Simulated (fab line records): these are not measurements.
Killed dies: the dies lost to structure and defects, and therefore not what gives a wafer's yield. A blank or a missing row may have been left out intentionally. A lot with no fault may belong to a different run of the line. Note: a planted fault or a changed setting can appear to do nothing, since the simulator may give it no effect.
Chamber matching -- flow n5_finfet -- N5_BEOL_M0_SAQP_PECVD_96 on pecvd-02: 3 sister chambers
The step deposits a-Si from SiH4/He, target thk 45 nm, time 45.2 s. 3 wafers are shown with their chamber, then 7 later ones without.

## WAFERS, EACH WITH ITS CHAMBER
wafer,chamber,heater_power_w (W)
L085.4,2,681
L088.1,1,476
L088.2,0,666

## WAFERS WHOSE CHAMBER IS MISSING
wafer,heater_power_w (W)
L088.3,629
L089.1,472
L089.3,669
L089.4,483
L090.2,725
L090.3,719
L090.5,716

## WHICH CHAMBER EACH ONE RAN IN
wafer,from the rows above,in truth
L088.3,can't be placed: 0 or 2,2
L089.1,1,1
L089.3,can't be placed: 0 or 2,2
L089.4,1,1
L090.2,can't be placed: 2 or 0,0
L090.3,can't be placed: 2 or 0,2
L090.5,can't be placed: 2 or 0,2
2 of 7 placed correctly. Can't be placed from these rows: 5 (the true chamber is among the candidates in 5). Wrongly placed: 0.
How it was worked out, from the rows above alone: a wafer's distance from a chamber is the root of the sum, over the readings, of the square of ((its reading less the chamber's mean) divided by the reading's scatter). If the next closest chamber is less than 2 further off than the closest, the wafer can't be placed; otherwise it belongs to the closest. A chamber's mean is the mean of its shown wafers. The scatter (one wafer shown for each chamber): square how far every hidden wafer sits from the nearest shown wafer, average those squares and take the square root.
